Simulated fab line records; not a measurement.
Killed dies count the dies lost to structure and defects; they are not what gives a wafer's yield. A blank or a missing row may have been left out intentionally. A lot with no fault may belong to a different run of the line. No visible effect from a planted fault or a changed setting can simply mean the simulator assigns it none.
Which tool was responsible? / flow nand-harc / 12 lots, 36 wafers sampled, at 5 steps of a route of 1302

## WHAT THE GAUGES READ, wafer by wafer
NHARC_END_SORT_01. Usual: defect-limited-yield is 90.9 % with standard deviation 2.6, killed-at-array is 57 with standard deviation 18, killed-at-other is 0.8 with standard deviation 1, killed-at-periphery is 3.9 with standard deviation 2.8, killed-dies is 62 with standard deviation 18, killed-open is 3.4 with standard deviation 1.8, and killed-short is 2.2 with standard deviation 1.6.
lot=L852; measured=day 25 11:52; on=prober-02; defect-limited-yield (%)=91.1 90.0 88.0; killed-at-array=58 67 78; killed-at-other=2 0 2; killed-at-periphery=0 1 1; killed-dies=60 68 81; killed-open=1 1 3; killed-short=1 0 2; flag=
lot=L853; measured=day 25 20:25; on=prober-02; defect-limited-yield (%)=92.0 92.0 92.0; killed-at-array=49 51 50; killed-at-other=0 0 0; killed-at-periphery=5 3 4; killed-dies=54 54 54; killed-open=3 4 1; killed-short=2 1 5; flag=
lot=L854; measured=day 26 03:23; on=prober-01; defect-limited-yield (%)=89.2 91.1 89.8; killed-at-array=72 57 66; killed-at-other=0 0 1; killed-at-periphery=1 3 2; killed-dies=73 60 69; killed-open=6 6 1; killed-short=0 1 3; flag=
lot=L855; measured=day 25 14:12; on=prober-01; defect-limited-yield (%)=92.6 92.0 90.7; killed-at-array=47 49 58; killed-at-other=0 1 0; killed-at-periphery=3 4 5; killed-dies=50 54 63; killed-open=3 6 2; killed-short=1 5 3; flag=
lot=L858; measured=day 27 08:34; on=prober-01; defect-limited-yield (%)=91.7 88.6 89.4; killed-at-array=51 76 70; killed-at-other=2 0 0; killed-at-periphery=3 1 2; killed-dies=56 77 72; killed-open=2 3 4; killed-short=3 0 0; flag=
lot=L860; measured=day 28 05:51; on=prober-02; defect-limited-yield (%)=0 89.8 0; killed-at-array=56 64 57; killed-at-other=0 0 0; killed-at-periphery=621 5 620; killed-dies=677 69 677; killed-open=3 3 4; killed-short=1 1 4; flag=OFF
lot=L868; measured=day 31 20:59; on=prober-01; defect-limited-yield (%)=88.5 89.7 89.1; killed-at-array=74 67 68; killed-at-other=2 2 0; killed-at-periphery=2 1 6; killed-dies=78 70 74; killed-open=5 5 7; killed-short=0 2 2; flag=
lot=L869; measured=day 32 04:54; on=prober-02; defect-limited-yield (%)=94.4 93.8 93.8; killed-at-array=30 37 35; killed-at-other=2 0 0; killed-at-periphery=6 5 7; killed-dies=38 42 42; killed-open=0 1 5; killed-short=2 0 6; flag=
lot=L870; measured=day 32 04:56; on=prober-01; defect-limited-yield (%)=86.0 85.5 83.0; killed-at-array=86 97 111; killed-at-other=0 0 2; killed-at-periphery=9 1 2; killed-dies=95 98 115; killed-open=0 2 5; killed-short=1 4 4; flag=
lot=L871; measured=day 32 12:42; on=prober-01; defect-limited-yield (%)=91.3 91.0 91.9; killed-at-array=53 59 52; killed-at-other=0 1 0; killed-at-periphery=6 1 3; killed-dies=59 61 55; killed-open=3 2 4; killed-short=0 1 3; flag=
lot=L873; measured=day 33 15:46; on=prober-01; defect-limited-yield (%)=93.4 92.0 94.8; killed-at-array=35 44 26; killed-at-other=0 0 1; killed-at-periphery=10 10 8; killed-dies=45 54 35; killed-open=3 3 3; killed-short=4 3 5; flag=
lot=L875; measured=day 34 02:55; on=prober-02; defect-limited-yield (%)=91.6 85.2 87.4; killed-at-array=54 98 81; killed-at-other=1 0 1; killed-at-periphery=2 2 3; killed-dies=57 100 85; killed-open=3 1 5; killed-short=2 2 5; flag=

## WHICH TOOL RAN EACH LOT (tool, then ch and the chambers of the sampled wafers, then the start)
lot=L852; NHARC_P_CONTACT_PVD_32=pvd-sputter-02, day 6 02:20 or earlier; NHARC_P_M0_ETCH_15=rie-diel-02 ch 0,1,2, day 6 02:20; NHARC_P_M0_PVD_21=pvd-sputter-03, day 6 04:15 or earlier; NHARC_P_M0_ANNEAL_30=rtp-anneal-01 ch 0, day 6 04:15
lot=L853; NHARC_P_CONTACT_PVD_32=pvd-sputter-02, day 6 16:11 or earlier; NHARC_P_M0_ETCH_15=rie-diel-10 ch 0,1, day 6 16:11; NHARC_P_M0_PVD_21=pvd-sputter-01, day 6 17:43 or earlier; NHARC_P_M0_ANNEAL_30=rtp-anneal-02 ch 0, day 6 17:43
lot=L854; NHARC_P_CONTACT_PVD_32=pvd-sputter-02, day 6 19:41 or earlier; NHARC_P_M0_ETCH_15=rie-diel-03 ch 0,1,3, day 6 19:41; NHARC_P_M0_PVD_21=pvd-sputter-01, day 6 21:12 or earlier; NHARC_P_M0_ANNEAL_30=rtp-anneal-02 ch 0, day 6 21:12
lot=L855; NHARC_P_CONTACT_PVD_32=pvd-sputter-03, day 7 07:22 or earlier; NHARC_P_M0_ETCH_15=rie-diel-03 ch 0,2,3, day 7 07:22; NHARC_P_M0_PVD_21=pvd-sputter-03, day 7 08:59 or earlier; NHARC_P_M0_ANNEAL_30=rtp-anneal-02 ch 0, day 7 08:59
lot=L858; NHARC_P_CONTACT_PVD_32=pvd-sputter-01, day 8 20:34 or earlier; NHARC_P_M0_ETCH_15=rie-diel-10 ch 0,1,3, day 8 20:34; NHARC_P_M0_PVD_21=pvd-sputter-03, day 8 22:13 or earlier; NHARC_P_M0_ANNEAL_30=rtp-anneal-02 ch 0, day 8 22:13
lot=L860; NHARC_P_CONTACT_PVD_32=pvd-sputter-01, day 9 16:19 or earlier; NHARC_P_M0_ETCH_15=rie-diel-10 ch 0,1,3, day 9 16:19; NHARC_P_M0_PVD_21=pvd-sputter-01, day 9 17:49 or earlier; NHARC_P_M0_ANNEAL_30=rtp-anneal-01 ch 0, day 9 17:49
lot=L868; NHARC_P_CONTACT_PVD_32=pvd-sputter-01, day 13 01:24 or earlier; NHARC_P_M0_ETCH_15=rie-diel-10 ch 0,3, day 13 01:24; NHARC_P_M0_PVD_21=pvd-sputter-01, day 13 02:53 or earlier; NHARC_P_M0_ANNEAL_30=rtp-anneal-01 ch 0, day 13 02:53
lot=L869; NHARC_P_CONTACT_PVD_32=pvd-sputter-01, day 13 12:41 or earlier; NHARC_P_M0_ETCH_15=rie-diel-03 ch 0,1,3, day 13 12:41; NHARC_P_M0_PVD_21=pvd-sputter-01, day 13 14:10 or earlier; NHARC_P_M0_ANNEAL_30=rtp-anneal-01 ch 0, day 13 14:10
lot=L870; NHARC_P_CONTACT_PVD_32=pvd-sputter-02, day 13 13:40 or earlier; NHARC_P_M0_ETCH_15=rie-diel-03 ch 0,1,2, day 13 13:40; NHARC_P_M0_PVD_21=pvd-sputter-03, day 13 15:08 or earlier; NHARC_P_M0_ANNEAL_30=rtp-anneal-02 ch 0, day 13 15:08
lot=L871; NHARC_P_CONTACT_PVD_32=pvd-sputter-03, day 14 00:13 or earlier; NHARC_P_M0_ETCH_15=rie-diel-02 ch 1,2,3, day 14 00:13; NHARC_P_M0_PVD_21=pvd-sputter-02, day 14 01:44 or earlier; NHARC_P_M0_ANNEAL_30=rtp-anneal-02 ch 0, day 14 01:44
lot=L873; NHARC_P_CONTACT_PVD_32=pvd-sputter-02, day 14 17:50 or earlier; NHARC_P_M0_ETCH_15=rie-diel-03 ch 0,3, day 14 17:50; NHARC_P_M0_PVD_21=pvd-sputter-03, day 14 19:28 or earlier; NHARC_P_M0_ANNEAL_30=rtp-anneal-02 ch 0, day 14 19:28
lot=L875; NHARC_P_CONTACT_PVD_32=pvd-sputter-01, day 15 12:01 or earlier; NHARC_P_M0_ETCH_15=rie-diel-03 ch 0,1,2, day 15 12:01; NHARC_P_M0_PVD_21=pvd-sputter-02, day 15 13:33 or earlier; NHARC_P_M0_ANNEAL_30=rtp-anneal-02 ch 0, day 15 13:33
- NHARC_P_CONTACT_PVD_32: deposits Ti, target thk 5 nm, time 17.7 s.
- NHARC_P_M0_ETCH_15: etches the open film in C4F8/Ar, target depth 150 nm, overetch 15 nm, time 82.5 s.
- NHARC_P_M0_PVD_21: deposits Cu, target thk 30 nm, time 20.49 s.
- NHARC_P_M0_ANNEAL_30: time 90 s.

## WHAT THE TOOLS THEMSELVES READ (means of the sampled wafers that have a number; where no wafer has one, the mark that the record gives instead)
NHARC_P_CONTACT_PVD_32. Usual: substrate-temp-c 200.02 C, standard deviation 0.16; throttle-valve-pct 30.6 %, standard deviation 1.1.
lot=L852; tool=pvd-sputter-02; substrate-temp-c (C)=199.98; throttle-valve-pct (%)=30.4; flag=
lot=L853; tool=pvd-sputter-02; substrate-temp-c (C)=200.01; throttle-valve-pct (%)=30.4; flag=
lot=L854; tool=pvd-sputter-02; substrate-temp-c (C)=200.03; throttle-valve-pct (%)=30.3; flag=
lot=L855; tool=pvd-sputter-03; substrate-temp-c (C)=200.13; throttle-valve-pct (%)=31.1; flag=
lot=L858; tool=pvd-sputter-01; substrate-temp-c (C)=199.83; throttle-valve-pct (%)=31.5; flag=
lot=L860; tool=pvd-sputter-01; substrate-temp-c (C)=200.21; throttle-valve-pct (%)=31.6; flag=
lot=L868; tool=pvd-sputter-01; substrate-temp-c (C)=200.01; throttle-valve-pct (%)=30.6; flag=
lot=L869; tool=pvd-sputter-01; substrate-temp-c (C)=200.00; throttle-valve-pct (%)=31.6; flag=
lot=L870; tool=pvd-sputter-02; substrate-temp-c (C)=199.91; throttle-valve-pct (%)=30.7; flag=
lot=L871; tool=pvd-sputter-03; substrate-temp-c (C)=199.93; throttle-valve-pct (%)=29.3; flag=
lot=L873; tool=pvd-sputter-02; substrate-temp-c (C)=200.07; throttle-valve-pct (%)=30.3; flag=
lot=L875; tool=pvd-sputter-01; substrate-temp-c (C)=200.14; throttle-valve-pct (%)=30.8; flag=

NHARC_P_M0_ETCH_15. Usual: bias-w 300.1 W, standard deviation 0.9; chamber-pressure-mTorr 24.997 mTorr, standard deviation 0.022; oes-product-au 0.961 a.u., standard deviation 0.02; rf-vpp-V 440.7 V, standard deviation 3; run-length-s 103.8 s, standard deviation 0.49.
lot=L852; tool=rie-diel-02; bias-w (W)=300.1; chamber-pressure-mTorr (mTorr)=24.985; oes-product-au (a.u.)=0.964; rf-vpp-V (V)=443.0; run-length-s (s)=103.7; flag=
lot=L853; tool=rie-diel-10; bias-w (W)=299.3; chamber-pressure-mTorr (mTorr)=25.001; oes-product-au (a.u.)=0.944; rf-vpp-V (V)=436.6; run-length-s (s)=103.8; flag=
lot=L854; tool=rie-diel-03; bias-w (W)=300.2; chamber-pressure-mTorr (mTorr)=24.987; oes-product-au (a.u.)=0.952; rf-vpp-V (V)=440.6; run-length-s (s)=103.7; flag=
lot=L855; tool=rie-diel-03; bias-w (W)=298.8; chamber-pressure-mTorr (mTorr)=24.999; oes-product-au (a.u.)=0.962; rf-vpp-V (V)=441.8; run-length-s (s)=103.4; flag=
lot=L858; tool=rie-diel-10; bias-w (W)=300.0; chamber-pressure-mTorr (mTorr)=24.997; oes-product-au (a.u.)=0.978; rf-vpp-V (V)=437.4; run-length-s (s)=103.8; flag=
lot=L860; tool=rie-diel-10; bias-w (W)=299.5; chamber-pressure-mTorr (mTorr)=25.018; oes-product-au (a.u.)=0.927; rf-vpp-V (V)=436.7; run-length-s (s)=89.7; flag=OFF
lot=L868; tool=rie-diel-10; bias-w (W)=299.7; chamber-pressure-mTorr (mTorr)=25.000; oes-product-au (a.u.)=0.971; rf-vpp-V (V)=441.8; run-length-s (s)=103.5; flag=
lot=L869; tool=rie-diel-03; bias-w (W)=299.8; chamber-pressure-mTorr (mTorr)=25.006; oes-product-au (a.u.)=0.974; rf-vpp-V (V)=440.3; run-length-s (s)=103.9; flag=
lot=L870; tool=rie-diel-03; bias-w (W)=300.1; chamber-pressure-mTorr (mTorr)=24.996; oes-product-au (a.u.)=0.981; rf-vpp-V (V)=440.0; run-length-s (s)=103.6; flag=
lot=L871; tool=rie-diel-02; bias-w (W)=300.0; chamber-pressure-mTorr (mTorr)=24.996; oes-product-au (a.u.)=0.957; rf-vpp-V (V)=444.3; run-length-s (s)=103.8; flag=
lot=L873; tool=rie-diel-03; bias-w (W)=300.0; chamber-pressure-mTorr (mTorr)=24.971; oes-product-au (a.u.)=0.977; rf-vpp-V (V)=439.3; run-length-s (s)=103.6; flag=
lot=L875; tool=rie-diel-03; bias-w (W)=300.6; chamber-pressure-mTorr (mTorr)=24.994; oes-product-au (a.u.)=0.953; rf-vpp-V (V)=440.1; run-length-s (s)=103.5; flag=

NHARC_P_M0_PVD_21. Usual: substrate-temp-c 30.00 C, standard deviation 0.11; throttle-valve-pct 30.6 %, standard deviation 1.2.
lot=L852; tool=pvd-sputter-03; substrate-temp-c (C)=29.91; throttle-valve-pct (%)=28.6; flag=
lot=L853; tool=pvd-sputter-01; substrate-temp-c (C)=29.97; throttle-valve-pct (%)=31.2; flag=
lot=L854; tool=pvd-sputter-01; substrate-temp-c (C)=29.97; throttle-valve-pct (%)=30.6; flag=
lot=L855; tool=pvd-sputter-03; substrate-temp-c (C)=30.12; throttle-valve-pct (%)=29.7; flag=
lot=L858; tool=pvd-sputter-03; substrate-temp-c (C)=29.89; throttle-valve-pct (%)=29.6; flag=
lot=L860; tool=pvd-sputter-01; substrate-temp-c (C)=30.07; throttle-valve-pct (%)=31.5; flag=
lot=L868; tool=pvd-sputter-01; substrate-temp-c (C)=30.04; throttle-valve-pct (%)=30.8; flag=
lot=L869; tool=pvd-sputter-01; substrate-temp-c (C)=29.99; throttle-valve-pct (%)=31.0; flag=
lot=L870; tool=pvd-sputter-03; substrate-temp-c (C)=30.03; throttle-valve-pct (%)=29.6; flag=
lot=L871; tool=pvd-sputter-02; substrate-temp-c (C)=29.95; throttle-valve-pct (%)=30.2; flag=
lot=L873; tool=pvd-sputter-03; substrate-temp-c (C)=29.95; throttle-valve-pct (%)=30.8; flag=
lot=L875; tool=pvd-sputter-02; substrate-temp-c (C)=29.98; throttle-valve-pct (%)=30.1; flag=

NHARC_P_M0_ANNEAL_30. Usual: anneal-temp-c 225.00 C, standard deviation 0.17; wafer_temp_C_max 226.1, standard deviation 0.48.
lot=L852; tool=rtp-anneal-01; anneal-temp-c (C)=224.83; wafer_temp_C_max=225.7; flag=
lot=L853; tool=rtp-anneal-02; anneal-temp-c (C)=225.02; wafer_temp_C_max=226.4; flag=
lot=L854; tool=rtp-anneal-02; anneal-temp-c (C)=225.12; wafer_temp_C_max=226.4; flag=
lot=L855; tool=rtp-anneal-02; anneal-temp-c (C)=225.15; wafer_temp_C_max=226.4; flag=
lot=L858; tool=rtp-anneal-02; anneal-temp-c (C)=224.98; wafer_temp_C_max=226.7; flag=
lot=L860; tool=rtp-anneal-01; anneal-temp-c (C)=225.11; wafer_temp_C_max=225.7; flag=
lot=L868; tool=rtp-anneal-01; anneal-temp-c (C)=225.10; wafer_temp_C_max=225.5; flag=
lot=L869; tool=rtp-anneal-01; anneal-temp-c (C)=225.21; wafer_temp_C_max=225.6; flag=
lot=L870; tool=rtp-anneal-02; anneal-temp-c (C)=224.88; wafer_temp_C_max=226.3; flag=
lot=L871; tool=rtp-anneal-02; anneal-temp-c (C)=225.09; wafer_temp_C_max=226.5; flag=
lot=L873; tool=rtp-anneal-02; anneal-temp-c (C)=224.84; wafer_temp_C_max=226.4; flag=
lot=L875; tool=rtp-anneal-02; anneal-temp-c (C)=224.96; wafer_temp_C_max=226.3; flag=

## THE ANSWER, worked out from the rows above alone
Rule: a lot counts as off when the mean over its wafers that have a number is more than 3 standard deviations away from the usual mean. Also off: a lot with no number at a reading for which 4 or more lots have one. Any other lot the step has rows for is counted as sound. The gauges are gone through in route order, then the tools' own readings, and for those a lot's mean is taken as printed above. At the first step where some lot is off, the reading lying furthest off is the one used; lots without a number count as furthest.
Off: L860 (NHARC_END_SORT_01, killed-at-periphery).
If a tool, at a process step before that reading, ran all the lots that are off and no sound lot after the first of them, it fits. The gauges at NHARC_END_SORT_01 aren't tried: what is off there is off at NHARC_P_M0_ETCH_15 too, on other tools, and a gauge's error can't cause that. Because NHARC_P_CONTACT_PVD_32 lacks a start for some lots, the hours and order of its lots are taken from NHARC_P_M0_ETCH_15. Because NHARC_P_M0_PVD_21 lacks a start for some lots, the hours and order of its lots are taken from NHARC_P_M0_ANNEAL_30. Of those tried, none fits.

## WHAT THE SIMULATOR HAD INSERTED
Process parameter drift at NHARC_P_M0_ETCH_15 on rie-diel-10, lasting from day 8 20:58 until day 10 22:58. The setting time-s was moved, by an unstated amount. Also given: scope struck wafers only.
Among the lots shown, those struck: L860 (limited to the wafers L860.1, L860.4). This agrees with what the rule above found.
